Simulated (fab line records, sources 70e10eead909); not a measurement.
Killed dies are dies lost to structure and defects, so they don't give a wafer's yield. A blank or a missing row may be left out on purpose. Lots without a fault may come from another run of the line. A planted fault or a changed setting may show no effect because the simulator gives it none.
A struck lot beside a sound one | flow nand_harc | 13 steps out of a route of 1159
Sound: wafers L738.3, L738.4, L738.5. Struck: wafers L743.1, L743.5, L743.6. The cause comes at the end.
At each step with rows: each side's tool, then ch and its chambers, then its first start. Under that, the readings that differ: sound wafers | struck wafers | difference of the means | sigmas: that difference in standard deviations of wafers without a fault.
alike: readings whose means differ by less than 2 such deviations, and words and numbers that are the same on both sides. not compared: withheld readings, readings that some wafer has no value for, bounds like >300 that may hide the same value, and numbers for which the record gives no deviation and whose values overlap.
The two part at a step that has a row with sigmas, a row that says differs or no value, or rows on one side only. Numbers that don't overlap but have no deviation are shown without sigmas and don't part them. A reading that every wafer of one side lacks parts them only if that side has two wafers or more.

NHARC_A_SLIT_CD_MEAS_21:
  sound on cd_sem-01, day 15 02:38; struck on cd_sem-02, day 17 01:18
  alike: cd_nm
then, 3 steps without rows for these wafers: NHARC_A_SIN_REMOVE_WET_00 (chemistry H3PO4, time 15300 s); NHARC_A_SIN_REMOVE_PRECLEAN_01 (cleans in SC1); NHARC_A_SIN_REMOVE_SRD_02.
NHARC_A_SIN_REMOVE_INSPECT_04:
  sound on defect_inspect-01, day 15 10:25; struck on defect_inspect-02, day 17 07:52
  alike: raw_defect_count
NHARC_A_WL_FILL_ALD_00: deposits Al2O3, target thk 3 nm, pulse time 3 s, ald cycles 30.
  sound on ald_hk-03 ch 1,3, day 15 11:12; struck on ald_hk-03 ch 2,3, day 17 08:31
  alike: heater_power_w, precursor_pulse_height_rel
NHARC_A_WL_FILL_RTA_01: time 5 s.
  sound on rtp_anneal-01 ch 0, day 15 11:30; struck on rtp_anneal-01 ch 0, day 17 08:46
  alike: lamp_power_pct, wafer_temp_C_max
NHARC_A_WL_FILL_ALD_02: deposits TiN, target thk 2 nm, pulse time 3 s, ald cycles 100.
  sound on ald_metal-04 ch 0,2,3, day 15 11:42; struck on ald_metal-04 ch 0,1,3, day 17 09:06
  alike: heater_power_w, precursor_pulse_height_rel
NHARC_A_WL_FILL_CVD_03: deposits W, target thk 40 nm, time 3302 s.
  sound on cvd_w-02 ch 0,1, day 15 13:02; struck on cvd_w-02 ch 0,1, day 17 11:49
  alike: heater_power_w, throttle_valve_pct
then, 1 step without rows for these wafers: NHARC_A_WL_FILL_ETCHBACK_04 (etches the open film in NF3, target depth 60 nm, time 120 s).
NHARC_A_WL_FILL_ETCHBACK_05: etches the open film in Cl2/BCl3, target depth 22 nm, time 60 s.
  sound on rie_metal-02 ch 0,1, day 15 15:40; struck on rie_metal-01 ch 0,1, day 17 14:54
  no value came back on the struck wafers for chamber_pressure_mTorr (mTorr), drypump_motor_current_A (A), oes_product_au (a.u.); on the sound wafers chamber_pressure_mTorr (mTorr) reads 9.996 10.005 9.993
  not compared: rf_hours_counter_h
NHARC_A_WL_FILL_STRIP_27: strips in N2/H2, time 20 s.
  sound on plasma_asher-02 ch 0,1, day 15 16:02; struck on plasma_asher-02 ch 0,1, day 17 15:03
  alike: drypump_motor_current_A, heater_power_w
  not compared: rf_hours_counter_h
-- the record jumps here: 4 days lie between the struck wafers' starts before and after (it left off in module A_WL_FILL and takes up again in module END, whose first step shown is number 1159 of the route) --
NHARC_END_SORT_01:
  the record has rows for the struck wafers here (prober-02 ch 0, day 21 17:51) and none for the sound ones

WHERE THEY PART
First at NHARC_A_WL_FILL_ETCHBACK_05; last, within this record, at NHARC_END_SORT_01.

WHY: what the simulator had put in
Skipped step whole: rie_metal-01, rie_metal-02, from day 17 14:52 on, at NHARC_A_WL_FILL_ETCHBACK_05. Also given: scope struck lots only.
